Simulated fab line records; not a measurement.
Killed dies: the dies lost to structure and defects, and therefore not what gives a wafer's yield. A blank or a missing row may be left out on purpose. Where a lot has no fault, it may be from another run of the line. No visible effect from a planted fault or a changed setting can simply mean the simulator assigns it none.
Struck lot and sound lot, side by side || flow n5-finfet || 21 out of 1938 route steps
Sound: these wafers, L624.4, L624.5, L624.6. Struck: wafer L632.6; the same lot's L632.3 was not struck, so it is left out; see the end for the cause.
Each step with rows lists, per side, the tool, then ch with its chambers, then its first start. Under that, the readings that differ: sound wafers || struck wafers || difference of the means || sigmas: that difference in standard deviations of wafers without a fault.
alike: words and numbers the same on both sides, and readings whose means are apart by under 2 such deviations; not compared: readings that were withheld, readings missing a value for some wafer, numbers with overlapping values and no deviation given by the record, and bounds like >300 which may hide the same value.
A row with sigmas, a row that says differs or no value, or rows on one side alone: a step with any of these is where the two part. Numbers that have no deviation but don't overlap get no sigmas and don't part them. A reading that every wafer of one side lacks parts them only if that side has two wafers or more.

first, 8 steps without rows for these wafers: N5_BEOL_M13_COAT_58 (time 60 s, resist thk 89 nm); N5_BEOL_M13_COAT_04 (resist thk 400 nm); N5_BEOL_M13_EBR_06; N5_BEOL_M13_SOFTBAKE_05 (time 60 s); N5_BEOL_M13_EXPOSE_07 (exposes mask V12); N5_BEOL_M13_PEB_08 (peb time 90 s); N5_BEOL_M13_DEVELOP_09 (develop time 45 s); N5_BEOL_M13_HARDBAKE_14 (time 120 s).
N5_BEOL_M13_CD_MEAS_10: the cd target is 190 nm.
  sound on cd-sem-02 ch 0, day 13 18:40; struck on cd-sem-01 ch 0, day 16 17:59
  alike: cd-nm
N5_BEOL_M13_OVL_MEAS_11:
  sound on overlay-01 ch 0, day 13 18:41; struck on overlay-01 ch 0, day 16 18:01
{"reading": "V12_OVL (nm)", "sound": "17 16 9", "struck": -3, "difference": -17, "sigmas": -3}
N5_BEOL_M13_INSPECT_12: inspects for defects (macro).
  sound on defect-inspect-01, day 13 18:43; struck on defect-inspect-02, day 16 18:02
  alike: raw-defect-count
N5_BEOL_M13_DESCUM_15: chemistry O2, time 7.9 s.
  sound on rie-diel-02 ch 1,2,3, day 13 18:45; struck on rie-diel-03 ch 3, day 16 18:49
  alike: chamber-pressure-mTorr, drypump-motor-current-A, oes-product-au, rf-vpp-V, showerhead-plenum-p-Torr, throttle-valve-pct
  not compared: rf-hours-counter-h
N5_BEOL_M13_ETCH_59: etches BARC in N2/H2, target depth 89 nm, overetch 26.7 nm, time 67.9 s.
  sound on rie-diel-02 ch 1,2,3, day 13 18:47; struck on rie-diel-03 ch 3, day 16 18:50
{"reading": "run-length-s (s)", "sound": "91.7 90.8 90.5", "struck": 67.0, "difference": -24.0, "sigmas": -39}
{"reading": "model.coat_of_BEOL_M13_COAT_04.thk-nm (nm)", "sound": "320.2 320.4 321", "struck": 342, "difference": "+21", "sigmas": ""}
{"reading": "model.etch.depth-nm (nm)", "sound": "88.75 88.63 89.24", "struck": 73.49, "difference": -15.38, "sigmas": ""}
  alike: chamber-pressure-mTorr, drypump-motor-current-A, h2-flow-sccm, oes-product-au, rf-vpp-V, showerhead-plenum-p-Torr, throttle-valve-pct
  not compared: bias-w, rf-hours-counter-h
N5_BEOL_M13_VIA_ETCH_16: etches SiOC in C4F8/O2/Ar, target depth 921.7 nm.
  sound on rie-diel-02 ch 1,2,3, day 13 18:50; struck on rie-diel-03 ch 3, day 16 18:53
{"reading": "model.coat_of_BEOL_M13_COAT_04.thk-nm (nm)", "sound": "69.6 71.8 73", "struck": 90, "difference": "+19", "sigmas": ""}
  alike: bias-w, chamber-pressure-mTorr, drypump-motor-current-A, mfc-ar-sccm, oes-product-au, rf-vpp-V, showerhead-plenum-p-Torr, throttle-valve-pct
N5_BEOL_M13_STRIP_63: strips in N2/H2.
  sound on plasma-asher-01 ch 0,1, day 13 19:05; struck on plasma-asher-01 ch 0, day 16 19:09
{"reading": "strip-time-to-endpoint-s (s)", "sound": "27.6 28.2 28.5", "struck": 33.4, "difference": "+5.3", "sigmas": "+5"}
  alike: chamber-pressure-mTorr, drypump-motor-current-A, h2-flow-sccm, heater-power-w, oes-product-au
  not compared: rf-hours-counter-h
N5_BEOL_M13_STRIP_64: strips in N2/H2.
  sound on plasma-asher-01 ch 0,1, day 13 19:09; struck on plasma-asher-01 ch 0, day 16 19:13
  alike: drypump-motor-current-A, h2-flow-sccm, heater-power-w, oes-product-au, strip-time-to-endpoint-s
  not compared: rf-hours-counter-h
then, 2 steps without rows for these wafers: N5_BEOL_M13_STRIP_71 (strips in post etch residue remover, time 60 s); N5_BEOL_M13_SRD_72 (time 30 s, dry time 30 s).
N5_BEOL_M13_CD_MEAS_17: the cd target is 190 nm.
  sound on cd-sem-02, day 13 19:17; struck on cd-sem-02, day 16 19:20
  alike: cd-nm
then, 2 steps without rows for these wafers: N5_BEOL_M13_COAT_65 (time 60 s, resist thk 350 nm); N5_PASSIVATION_PROBE_49.

## WHERE THEY PART
At N5_BEOL_M13_OVL_MEAS_11 first; at N5_BEOL_M13_STRIP_63 last (within this record only). Later steps at which nothing parts them and some readings are alike: N5_BEOL_M13_STRIP_64, N5_BEOL_M13_CD_MEAS_17.

WHY: what had been put in by the simulator
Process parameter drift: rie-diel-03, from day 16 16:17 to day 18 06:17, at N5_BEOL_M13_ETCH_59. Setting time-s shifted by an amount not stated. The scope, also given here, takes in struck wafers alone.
